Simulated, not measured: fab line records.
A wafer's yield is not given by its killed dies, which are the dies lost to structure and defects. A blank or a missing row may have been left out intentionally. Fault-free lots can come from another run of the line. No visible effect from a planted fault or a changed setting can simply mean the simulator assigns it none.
Chamber matching	flow nandHarc	4 sister chambers for NHARC_A_M1_CMP_23 on cmp-04
The step polishes, t overpolish 20 s, target thk 154.34 nm. 8 wafers are shown with their chamber, then 8 later ones without.

WAFERS PAIRED WITH THEIR CHAMBERS
wafer	chamber	motorCurrentA (A)	timeToEndpointS (s)
L075.3	2	12.1	24.4
L078.5	3	13.3	30.7
L084.3	1	11.6	30.0
L084.4	2	12.3	27.8
L083.1	1	11.6	27.1
L083.2	3	13.6	30.4
L083.4	0	11.1	29.4
L079.1	0	11.1	26.8

WAFERS WITH NO CHAMBER GIVEN
wafer	motorCurrentA (A)	timeToEndpointS (s)
L079.3	12.0	25.5
L079.5	10.7	27.9
L089.4	11.9	28.2
L089.5	14.2	29.2
L089.6	10.9	28.9
L096.3	12.4	27.7
L096.5	11.5	27.9
L096.6	10.6	29.2

CHAMBER TAKEN BY EACH
wafer	from the rows above	in truth
L079.3	can't be placed: 2 or 1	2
L079.5	0	0
L089.4	can't be placed: 1 or 2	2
L089.5	3	3
L089.6	0	0
L096.3	2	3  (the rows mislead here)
L096.5	1	1
L096.6	0	0
Correctly placed: 5 of 8. Unplaceable from these rows: 2, with the true chamber sitting among the candidates in 2. Number placed wrongly: 1.
How it was worked out, from the rows above alone: a wafer's distance from a chamber is the root of the sum, over the readings, of the square of ((its reading less the chamber's mean) divided by the reading's scatter). If the next closest chamber is less than 2 further off than the closest, the wafer can't be placed; otherwise it belongs to the closest. For every chamber, the mean is computed from those of its wafers that are shown. The scatter: the root of (the sum of the squares of (reading less its chamber's mean) over the shown wafers, divided by (wafers less chambers)).
